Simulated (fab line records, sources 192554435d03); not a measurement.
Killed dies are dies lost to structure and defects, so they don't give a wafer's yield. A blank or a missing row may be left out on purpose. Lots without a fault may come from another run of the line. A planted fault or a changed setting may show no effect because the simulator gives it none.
Which tool did it? | flow n5_finfet | 11 lots, 33 wafers sampled, at 2 steps of a route of 1938

WHAT THE GAUGES READ, wafer by wafer
N5_BEOL_M15_INSPECT_12: inspects for defects (macro).
lot  | measured     | on                | raw_defect_count
L615 | day 12 05:47 | defect_inspect-01 | 3 3 4
L619 | day 13 01:16 | defect_inspect-01 | 2 2 2
L624 | day 14 22:35 | defect_inspect-02 | 2 2 3
L626 | day 15 02:43 | defect_inspect-02 | 0 2 3
L625 | day 15 16:52 | defect_inspect-02 | 1 1 2
L629 | day 16 07:48 | defect_inspect-01 | 2 1 1
L627 | day 16 10:01 | defect_inspect-02 | 2 1 4
L631 | day 17 05:01 | defect_inspect-01 | 1 3 6
L633 | day 17 12:38 | defect_inspect-02 | 4 2 2
L635 | day 17 18:19 | defect_inspect-02 | 4 2 1
L637 | day 18 19:52 | defect_inspect-02 | 3 2 0

WHICH TOOL RAN EACH LOT (tool, then ch and the chambers of the sampled wafers, then the start)
lot  | N5_BEOL_M14_SPUTTER_45
L615 | pvd_sputter-02, day 12 03:23
L619 | pvd_sputter-03, day 12 23:27
L624 | pvd_sputter-02, day 14 19:11
L626 | pvd_sputter-02, day 15 00:16
L625 | pvd_sputter-02, day 15 15:07
L629 | pvd_sputter-01, day 16 05:55
L627 | pvd_sputter-03, day 16 07:50
L631 | pvd_sputter-02, day 17 02:44
L633 | pvd_sputter-01, day 17 09:37
L635 | pvd_sputter-01, day 17 15:55
L637 | pvd_sputter-01, day 18 17:25
- N5_BEOL_M14_SPUTTER_45: material Cu, target thk 100 nm, time 16.67 s.

WHAT THE TOOLS THEMSELVES READ (means of the sampled wafers that have a number; where no wafer has one, the mark that the record gives instead)
N5_BEOL_M14_SPUTTER_45.
lot  | tool           | throttle_valve_pct (%)
L615 | pvd_sputter-02 | 30.0
L619 | pvd_sputter-03 | 30.3
L624 | pvd_sputter-02 | 30.7
L626 | pvd_sputter-02 | 30.6
L625 | pvd_sputter-02 | 30.0
L629 | pvd_sputter-01 | 28.6
L627 | pvd_sputter-03 | 30.2
L631 | pvd_sputter-02 | 30.7
L633 | pvd_sputter-01 | 30.4
L635 | pvd_sputter-01 | 29.2
L637 | pvd_sputter-01 | 29.2

THE ANSWER, worked out from the rows above alone
Rule: what is usual is taken from the lots themselves. Put in order of their means at a reading, lots are off if they are a third of the lots or fewer, leave a main group of 4 or more, and stand apart from it by a gap of 3 or more times the standard deviation of the main group's means; of several such gaps the widest counts. A main group whose means are all the same, to the digits that the tables above print for the reading, isn't used. A lot without any number at a reading at which 4 lots or more have one is off too. The other lots that the step has rows for count as sound. The gauges are gone through in route order, then the tools' own readings, and for those a lot's mean is taken as printed above. The first step at which some lot is off is used, and at that step the reading that is off furthest; a lot without a number counts as furthest.
No lot is off at any reading shown: from this, nothing can be told.

WHAT THE SIMULATOR HAD PUT IN
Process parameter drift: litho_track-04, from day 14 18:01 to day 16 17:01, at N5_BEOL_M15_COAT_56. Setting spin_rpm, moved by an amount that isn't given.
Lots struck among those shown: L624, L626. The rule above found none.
